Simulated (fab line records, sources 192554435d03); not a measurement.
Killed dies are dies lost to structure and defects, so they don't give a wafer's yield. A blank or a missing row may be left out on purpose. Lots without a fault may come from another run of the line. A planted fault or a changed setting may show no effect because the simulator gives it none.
Chamber matching | flow n5_finfet | N5_BEOL_M5_VIA_ETCH_34 on rie_diel-02: 4 sister chambers
The step etches SiCOH lowk in C4F6/O2, target depth 88.3 nm, time 39.2 s. 8 wafers are shown with their chamber, then 12 later ones without.

WAFERS WITH THEIR CHAMBER
wafer  | chamber | drypump_motor_current_A (A) | showerhead_plenum_p_Torr (Torr)
L087.4 | 0       | 5.85                        | 2.69
L087.6 | 1       | 6.32                        | 2.96
L086.2 | 1       | 6.33                        | 2.95
L086.5 | 3       | 5.80                        | 2.92
L086.6 | 2       | 5.46                        | 2.95
L088.1 | 3       | 5.81                        | 2.92
L088.2 | 2       | 5.45                        | 2.95
L088.4 | 0       | 5.84                        | 2.69

WAFERS WITHOUT THEIR CHAMBER
wafer  | drypump_motor_current_A (A) | showerhead_plenum_p_Torr (Torr)
L089.1 | 5.83                        | 2.92
L089.5 | 5.47                        | 2.95
L089.6 | 6.35                        | 2.95
L092.1 | 5.83                        | 2.69
L092.2 | 5.44                        | 2.95
L092.3 | 6.30                        | 2.95
L095.1 | 5.78                        | 2.91
L095.4 | 6.32                        | 2.95
L095.5 | 5.83                        | 2.91
L096.1 | 6.32                        | 2.95
L096.2 | 5.47                        | 2.95
L096.4 | 5.81                        | 2.91

WHICH CHAMBER EACH WENT THROUGH
wafer  | from the rows above | in truth
L089.1 | 3                   | 3
L089.5 | 2                   | 2
L089.6 | 1                   | 1
L092.1 | 0                   | 0
L092.2 | 2                   | 2
L092.3 | 1                   | 1
L095.1 | 3                   | 3
L095.4 | 1                   | 1
L095.5 | 3                   | 3
L096.1 | 1                   | 1
L096.2 | 2                   | 2
L096.4 | 3                   | 3
Placed correctly: 12 of 12. Can't be placed from these rows: 0. Placed wrongly: 0.
How it was worked out, from the rows above alone: a wafer's distance from a chamber is the root of the sum, over the readings, of the square of ((its reading less the chamber's mean) divided by the reading's scatter). The wafer belongs to the nearest chamber; if the next one is less than 2 further off, it can't be placed. A chamber's mean is the mean of its shown wafers. The scatter: the root of (the sum of the squares of (reading less its chamber's mean) over the shown wafers, divided by (wafers less chambers)).
